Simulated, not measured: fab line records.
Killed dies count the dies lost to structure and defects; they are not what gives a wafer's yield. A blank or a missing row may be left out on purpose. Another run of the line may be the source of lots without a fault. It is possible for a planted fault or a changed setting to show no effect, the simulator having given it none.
fab line records	flow n5_finfet
record lots=5	wafers=14	last_day=17
route steps=1938 shown BEOL_M4@1051
lots with no fault: from the same line, run without faults
start_h: hours from the record's opening day to when the first of the lot's shown wafers began	wait_h: hours from the lot's prior step to this one	" identical to the entry in the row above	L1.1+2: a row that stands for several wafers	- no value, or no start was given	* or withheld: withheld	< > ~ a bound
route shown NAME@n: names a module that has steps shown in the file, with the first one's number in the route	usual: average and standard deviation across the fault-free wafers	same: alike in all rows	chamber/n: place in a boat	sites: per-site readings	_std_site: standard deviation across them	_edge_site: outer sites' mean less inner sites'	radius_mm: for every site, how far away it sits from the centre of the wafer	mask NAME#n: copy n	behind: the tool/chamber that last shaped the wafer	hold: the reason the lot was held/the length of the hold in hours/how it ended	device: whichever transistor did not switch (one of n, p or np)	end of line: the tests these same wafers got at the end of their route	step lacking rows: just its recipe	killed: count of dies lost to structure and defects at first sort (not the wafer's yield)	map: the dies of a wafer, with x for killed, . for not killed, _ for no die there
set.NAME: the run value of the setting; set.NAME@STEP: its run value at that earlier step	model.NAME: the simulator's own value behind a step, which no gauge read
lots seen at some steps along the route; tables by step, rows by wafer
services: when a tool's chamber went out of use (start_h, in hours from the record's first day, below 0 if earlier), for how many hours, and the reason
## steps
# step N5_BEOL_M4_EBR_24
# recipe solvent=PGMEA	ebr_width_mm=1.5
# step N5_BEOL_M4_SOFTBAKE_23
# recipe temp_c=110	time_s=60	resist=CAR-EUV
# step N5_BEOL_M4_EXPOSE_25
# recipe mask_id=V3	na=0.33	source_shape=quasar	sigma_inner=0.2	sigma_outer=0.8	polarization=unpolarized	defocus_nm=5	dose_mj=63
# step N5_BEOL_M4_PEB_26
# recipe peb_temp_c=100	peb_time_s=60	resist=CAR-EUV
# step N5_BEOL_M4_DEVELOP_27
# recipe develop_time_s=30	developer=TMAH	resist=CAR-EUV	rinse_liquid=surfactant_rinse	dry=air_spin	dev_temp_c=23
# step N5_BEOL_M4_CD_MEAS_28
# recipe target_cd_nm=26.2	landing_energy_ev=500	detector=se_inlens	target_cd_y_nm=24.1	polarity=opening
# usual cd_nm=26.38/0.27
lot.wafer	tool	chamber	start_h	wait_h	cd_nm
L996.1	cd_sem-02	0	190.06	-	26.43
L996.3	"	0	"	"	26.45
L996.4	"	0	"	"	26.53
L998.2	cd_sem-01	0	197.95	-	26.69
L998.4	"	0	"	"	26.74
L998.5	"	0	"	"	26.13
L102.1	cd_sem-01	0	209.96	-	26.69
L102.4	"	0	"	"	26.26
L102.6	"	0	"	"	26.25
L103.1	cd_sem-01	0	236.87	-	26.26
L103.4	"	0	"	"	26.56
L103.5	"	0	"	"	26.79
L113.1	cd_sem-02	0	287.89	-	26.76
L113.5	"	0	"	"	26.21
# step N5_BEOL_M4_OVL_MEAS_29
# recipe points_per_wafer=522
# usual V3_OVL=-0.7/0.73
lot.wafer	tool	chamber	start_h	wait_h	V3_OVL[nm]
L996.1	overlay-01	0	190.09	0.0	-0.3
L996.3	"	0	"	"	-0.8
L996.4	"	0	"	"	-0.9
L998.2	overlay-02	0	197.98	0.0	-1.6
L998.4	"	0	"	"	-0.9
L998.5	"	0	"	"	0.1
L102.1	overlay-01	0	209.99	0.0	-0.5
L102.4	"	0	"	"	-1.9
L102.6	"	0	"	"	-1.7
L103.1	overlay-02	0	236.90	0.0	0.1
L103.4	"	0	"	"	0.2
L103.5	"	0	"	"	-0.4
L113.1	overlay-02	0	287.92	0.0	-1.7
L113.5	"	0	"	"	-0.9
# step N5_BEOL_M4_INSPECT_30
# recipe mode=adi	inspect_instrument=brightfield
# usual raw_defect_count=392/84
lot.wafer	tool	chamber	start_h	wait_h	raw_defect_count
L996.1	defect_inspect-02	-	190.15	0.1	336
L996.3	"	-	"	"	408
L996.4	"	-	"	"	325
L998.2	defect_inspect-01	-	198.04	0.0	384
L998.4	"	-	"	"	467
L998.5	"	-	"	"	486
L102.1	defect_inspect-02	-	210.05	0.1	385
L102.4	"	-	"	"	531
L102.6	"	-	"	"	335
L103.1	defect_inspect-02	-	236.96	0.1	358
L103.4	"	-	"	"	365
L103.5	"	-	"	"	450
L113.1	defect_inspect-02	-	287.98	0.1	680
L113.5	"	-	"	"	536
# step N5_BEOL_M4_DESCUM_33
# recipe chemistry=O2	time_s=7	source_power_w=50	bias_power_w=20	pressure_mtorr=20	rf_frequency_hz=2.712e+07	temp_c=40	resist=CAR-EUV	o2_flow_sccm=225
# usual drypump_motor_current_A=5.5/0.54	oes_product_au=0.79/0.088	rf_vpp_V=243.4/1.1	showerhead_plenum_p_Torr=2.11/0.052	throttle_valve_pct=20.4/0.32
lot.wafer	tool	chamber	start_h	wait_h	drypump_motor_current_A	oes_product_au	rf_hours_counter_h	rf_vpp_V	showerhead_plenum_p_Torr	throttle_valve_pct
L996.1	rie_diel-05	1	190.36	0.2	4.9	0.71	188	242.7	2.08	20.2
L996.3	"	3	"	"	5.6	0.70	239	244.5	2.17	20.6
L996.4	"	0	"	"	6.3	0.80	121	242.0	1.98	20.1
L998.2	rie_diel-05	1	198.07	0.0	4.9	0.71	191	244.0	2.08	20.2
L998.4	"	2	"	"	5.9	0.83	63	242.0	2.04	20.2
L998.5	"	3	"	"	5.6	0.69	-	243.2	2.16	20.6
L102.1	rie_diel-06	0	210.09	0.0	5.3	0.74	186	244.1	2.14	20.4
L102.4	"	3	"	"	4.8	0.88	44	241.7	2.05	20.0
L102.6	"	1	"	"	6.5	0.84	-	244.1	2.12	20.0
L103.1	rie_diel-06	1	236.99	0.0	6.5	0.81	95	242.6	2.12	20.0
L103.4	"	0	"	"	5.3	0.74	193	245.9	2.13	20.5
L103.5	"	0	"	"	5.3	0.73	-	243.8	2.13	20.4
L113.1	rie_diel-06	1	288.23	0.2	6.4	0.80	113	242.8	2.11	20.0
L113.5	"	3	"	"	4.8	0.84	-	244.5	2.04	20.0
# step N5_BEOL_M4_ETCH_77
# recipe chemistry=N2/H2	target=underlayer	target_depth_a=65	mask_material=CAR-EUV	time_s=5.2	ion_energy_ev=200	pressure_mtorr=30	source_w=840	bias_w=150	n2_flow_sccm=200	h2_flow_sccm=200	ends=cleared
# usual drypump_motor_current_A=5.5/0.55	etch_rf_on_time_s=5.29/0.18	oes_product_au=0.67/0.072	rf_vpp_V=524.2/2.4	showerhead_plenum_p_Torr=2.56/0.063	throttle_valve_pct=17.8/0.33
lot.wafer	tool	chamber	start_h	wait_h	drypump_motor_current_A	etch_rf_on_time_s	oes_product_au	rf_hours_counter_h	rf_vpp_V	showerhead_plenum_p_Torr	throttle_valve_pct
L996.1	rie_diel-05	1	190.40	0.0	4.9	5.67	0.58	188	523.8	2.53	17.7
L996.3	"	3	"	"	5.6	5.18	0.59	239	527.4	2.60	17.8
L996.4	"	0	"	"	6.3	5.18	0.68	121	518.5	2.42	17.5
L998.2	rie_diel-05	1	198.10	0.0	4.9	5.66	0.58	191	523.3	2.53	17.7
L998.4	"	2	"	"	6.0	5.39	0.71	63	519.5	2.47	17.5
L998.5	"	3	"	"	5.6	5.16	0.60	-	525.8	2.60	17.8
L102.1	rie_diel-06	0	210.12	0.0	5.3	5.37	0.62	186	526.0	2.62	18.0
L102.4	"	3	"	"	4.8	5.39	0.73	44	522.5	2.48	17.4
L102.6	"	1	"	"	6.5	5.05	0.71	-	525.5	2.59	17.6
L103.1	rie_diel-06	1	237.03	0.0	6.5	5.09	0.70	95	523.8	2.59	17.6
L103.4	"	0	"	"	5.3	5.37	0.61	193	526.7	2.62	18.0
L103.5	"	0	"	"	5.3	5.37	0.61	-	526.5	2.62	18.0
L113.1	rie_diel-06	1	288.26	0.0	6.5	5.22	0.67	113	523.6	2.58	17.7
L113.5	"	3	"	"	4.8	5.41	0.70	-	519.9	2.47	17.4
# step N5_BEOL_M4_ETCH_69
# recipe chemistry=CF4	target=SiARC	target_depth_a=156	mask_material=CAR-EUV	time_s=26	ion_energy_ev=80	pressure_mtorr=40	source_w=545	bias_w=36	Ar_flow_sccm=100	cf4_flow_sccm=100	ends=cleared
# usual drypump_motor_current_A=5.5/0.55	etch_rf_on_time_s=26.2/0.83	oes_product_au=0.67/0.072	rf_vpp_V=184.2/0.96	showerhead_plenum_p_Torr=2.15/0.044	throttle_valve_pct=15.5/0.3
lot.wafer	tool	chamber	start_h	wait_h	drypump_motor_current_A	etch_rf_on_time_s	oes_product_au	rf_hours_counter_h	rf_vpp_V	showerhead_plenum_p_Torr	throttle_valve_pct
L996.1	rie_diel-05	1	190.41	0.0	4.9	28.1	0.58	188	182.6	2.14	15.5
L996.3	"	3	"	"	5.6	25.5	0.60	239	185.0	2.20	15.7
L996.4	"	0	"	"	6.3	25.6	0.68	121	183.1	2.07	15.6
L998.2	rie_diel-05	1	198.12	0.0	4.9	27.8	0.58	191	185.7	2.14	15.5
L998.4	"	2	"	"	5.9	26.4	0.71	63	183.1	2.10	15.4
L998.5	"	3	"	"	5.6	25.7	0.60	-	185.6	2.20	15.7
L102.1	rie_diel-06	0	210.14	0.0	5.3	26.2	0.63	186	185.3	2.21	15.8
L102.4	"	3	"	"	4.8	26.6	0.75	44	181.9	2.09	15.1
L102.6	"	1	"	"	6.5	25.4	0.70	-	183.9	2.15	15.0
L103.1	rie_diel-06	1	237.04	0.0	6.5	25.5	0.69	95	183.8	2.14	15.1
L103.4	"	0	"	"	5.3	26.4	0.62	193	184.0	2.21	15.9
L103.5	"	0	"	"	5.3	26.5	0.62	-	185.1	2.21	15.9
L113.1	rie_diel-06	1	288.28	0.0	6.5	25.9	0.67	113	184.8	2.14	15.1
L113.5	"	3	"	"	4.8	26.8	0.69	-	183.3	2.08	15.2
# step N5_BEOL_M4_ALD_98
# recipe material=SiO2	target_thk_a=25	temp_c=100	ald_precursor_family=BDEAS	ald_co_reactant=O2-plasma	pulse_time_s=1	co_reactant_pulse_time_s=1	purge_time_s=2	co_reactant_purge_time_s=2	ald_cycles=17	pressure_torr=2
# usual heater_power_w=77/9.8	precursor_pulse_height_rel=1.001/0.019
# same ald_cycles=17
lot.wafer	tool	chamber	start_h	wait_h	heater_power_w	precursor_pulse_height_rel
L996.1	ald_sin-03	2	190.80	0.4	90	1.022
L996.3	"	3	"	"	65	1.023
L996.4	"	0	"	"	91	0.982
L998.2	ald_sin-03	3	198.33	0.2	65	1.013
L998.4	"	0	"	"	90	0.995
L998.5	"	1	"	"	72	1.008
L102.1	ald_sin-02	0	210.36	0.2	72	1.000
L102.4	"	2	"	"	79	0.969
L102.6	"	3	"	"	87	1.029
L103.1	ald_sin-02	2	237.45	0.4	78	0.994
L103.4	"	1	"	"	79	1.005
L103.5	"	3	"	"	86	1.004
L113.1	ald_sin-02	0	288.36	0.1	74	0.982
L113.5	"	1	"	"	79	0.997
# step N5_BEOL_M4_ETCHBACK_99
# recipe chemistry=CHF3	target=SiO2	target_depth_a=50	time_s=10.4	source_w=215	bias_w=47	Ar_flow_sccm=200	CHF3_flow_sccm=12	ion_energy_ev=100	pressure_mtorr=30
# usual drypump_motor_current_A=5.6/0.53	oes_product_au=0.78/0.091	rf_vpp_V=237/6.2	showerhead_plenum_p_Torr=2.16/0.053	throttle_valve_pct=17.07/0.28
lot.wafer	tool	chamber	start_h	wait_h	drypump_motor_current_A	oes_product_au	rf_hours_counter_h	rf_vpp_V	showerhead_plenum_p_Torr	throttle_valve_pct	model.CAR-EUV_of_BEOL_M4_COAT_22.thk_nm
L996.1	rie_diel-02	1	191.42	0.6	5.8	0.75	141	240	2.16	17.34	10.4
L996.3	"	2	"	"	5.1	0.71	200	237	2.23	17.24	10.4
L996.4	"	0	"	"	6.1	0.69	-	248	2.22	17.51	10.4
L998.2	rie_diel-06	1	202.21	3.8	6.4	0.82	84	240	2.18	16.62	10.6
L998.4	"	2	"	"	5.4	0.96	11	243	2.17	16.83	10.2
L998.5	"	2	"	"	5.4	0.95	-	244	2.17	16.86	10.4
L102.1	rie_diel-05	1	211.67	1.3	4.9	0.68	197	237	2.17	17.06	10.4
L102.4	"	1	"	"	4.9	0.68	-	235	2.17	17.05	10.6
L102.6	"	2	"	"	5.9	0.83	-	227	2.10	16.89	10.4
L103.1	rie_diel-02	0	238.12	0.6	6.1	0.68	239	250	2.21	17.54	10.4
L103.4	"	2	"	"	5.1	0.70	215	237	2.22	17.27	10.2
L103.5	"	1	"	"	5.7	0.75	-	239	2.16	17.36	10.2
L113.1	rie_diel-05	0	292.20	3.8	6.3	0.91	164	232	2.07	17.15	10.2
L113.5	"	0	"	"	6.3	0.75	-	231	2.07	17.12	10.6
# step N5_BEOL_M4_ETCH_70
# recipe chemistry=N2/H2	target=SOC	target_depth_a=800	overetch_a=240	mask_material=SiARC	temp_c=40	time_s=130	ion_energy_ev=200	pressure_mtorr=30	source_w=840	bias_w=150	n2_flow_sccm=200	h2_flow_sccm=200
# usual drypump_motor_current_A=5.6/0.53	oes_product_au=0.58/0.063	rf_vpp_V=524.0/2	showerhead_plenum_p_Torr=2.55/0.076	throttle_valve_pct=17.8/0.33
lot.wafer	tool	chamber	start_h	wait_h	drypump_motor_current_A	oes_product_au	rf_hours_counter_h	rf_vpp_V	showerhead_plenum_p_Torr	throttle_valve_pct
L996.1	rie_diel-02	1	191.46	0.0	5.7	0.56	141	525.1	2.56	18.2
L996.3	"	2	"	"	5.1	0.52	200	526.1	2.66	18.3
L996.4	"	0	"	"	6.2	0.51	-	526.9	2.62	18.2
L998.2	rie_diel-06	1	202.25	0.0	6.5	0.60	84	524.5	2.59	17.6
L998.4	"	2	"	"	5.4	0.69	11	526.6	2.59	17.5
L998.5	"	2	"	"	5.4	0.68	-	525.3	2.59	17.6
L102.1	rie_diel-05	1	211.71	0.0	4.9	0.52	197	523.8	2.53	17.7
L102.4	"	1	"	"	4.9	0.52	-	523.3	2.53	17.7
L102.6	"	2	"	"	5.9	0.61	-	522.7	2.47	17.5
L103.1	rie_diel-02	0	238.15	0.0	6.2	0.51	239	526.6	2.61	18.2
L103.4	"	2	"	"	5.1	0.51	215	524.1	2.65	18.3
L103.5	"	1	"	"	5.8	0.54	-	524.6	2.55	18.2
L113.1	rie_diel-05	0	292.24	0.0	6.3	0.55	164	519.6	2.40	17.6
L113.5	"	0	"	"	6.3	0.56	-	520.0	2.40	17.5
# step N5_BEOL_M4_RC_MEAS_101
# usual DIBL_N=36.5/2.2	DIBL_P=36.9/2.9	IOFF_N=0.17/0.044	IOFF_P=0.22/0.052	ION_N=671/16	ION_P=461/10	SS_N=71.6/0.73	SS_P=73.5/0.79	VT_N=250/4.1	VT_P=-250/4.1
lot.wafer	tool	chamber	start_h	wait_h	DIBL_N[mV/V]	DIBL_P[mV/V]	IOFF_N[nA/um]	IOFF_P[nA/um]	ION_N[uA/um]	ION_P[uA/um]	SS_N[mV/dec]	SS_P[mV/dec]	VT_N[mV]	VT_P[mV]
L996.1	prober-02	0	196.37	0.0	34.3	33.6	0.11	0.16	662	454	71.5	72.3	253	-252
L996.3	"	0	"	"	39.4	41.3	0.24	0.30	691	467	72.9	73.6	245	-245
L996.4	"	0	"	"	34.4	34.4	0.12	0.19	660	456	70.8	73.4	253	-251
L998.2	prober-01	0	207.15	0.2	35.7	35.7	0.15	0.22	662	462	70.8	73.3	251	-251
L998.4	"	0	"	"	37.2	37.0	0.17	0.24	678	467	71.6	73.2	250	-248
L998.5	"	0	"	"	36.6	36.8	0.17	0.23	672	456	71.5	73.6	248	-251
L102.1	prober-01	0	219.30	0.0	36.7	36.2	0.15	0.24	670	463	71.5	73.9	251	-249
L102.4	"	0	"	"	39.1	39.3	0.20	0.32	661	458	71.8	75.0	249	-242
L102.6	"	0	"	"	34.9	33.4	0.14	0.20	643	453	71.3	73.4	252	-250
L103.1	prober-01	0	242.65	0.0	32.0	31.8	0.10	0.14	651	451	70.6	72.5	255	-256
L103.4	"	0	"	"	35.1	36.3	0.14	0.19	669	458	71.9	73.4	251	-255
L103.5	"	0	"	"	35.2	36.5	0.14	0.21	673	462	71.9	72.9	251	-249
L113.1	prober-01	0	297.06	0.0	37.6	37.8	0.17	0.20	676	458	72.3	73.3	249	-253
L113.5	"	0	"	"	37.9	39.6	0.18	0.24	679	473	71.4	74.0	246	-248
## services
tool	chamber	start_h	hours	kind
rie_diel-06	1	173.12	2.4	repair
rie_diel-06	0	174.16	8.3	repair
rie_diel-02	3	177.94	-	clean
rie_diel-02	3	177.94	-	consumable_replace:focus_ring
rie_diel-02	3	177.94	17.6	scheduled_down
rie_diel-02	3	177.94	17.6	vent_cycle
ald_sin-02	-	191.13	14.6	pm
ald_sin-02	0	210.93	13.8	repair
rie_diel-05	3	211.18	8.2	repair
rie_diel-05	3	228.10	-	clean
rie_diel-05	3	228.10	-	consumable_replace:esc
rie_diel-05	3	228.10	-	consumable_replace:focus_ring
rie_diel-05	3	228.10	26.0	scheduled_down
rie_diel-05	3	228.10	26.0	vent_cycle
rie_diel-05	1	231.51	7.3	repair
rie_diel-02	0	271.52	9.9	repair
rie_diel-02	0	281.47	-	clean
rie_diel-02	0	281.47	-	consumable_replace:focus_ring
rie_diel-02	0	281.47	15.5	scheduled_down
rie_diel-02	0	281.47	15.5	vent_cycle
ald_sin-03	-	286.36	0.8	pm
rie_diel-02	3	287.60	16.7	repair
## key
first_sign none at tools or gauges
model_effect step=N5_BEOL_M4_ETCHBACK_99	value=CAR-EUV_of_BEOL_M4_COAT_22.thk_nm	without=10.6	struck=10.2
met_at N5_BEOL_M4_ETCHBACK_99
struck_wafers L113.1
onset_between 211.67 292.20
fault kind=process_parameter_drift	tool=rie_diel-05	chamber=-	onset_h=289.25	steps=N5_BEOL_M4_ETCHBACK_99	channel=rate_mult	offset=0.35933	shape=step	end_h=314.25	scope=struck_wafers_only
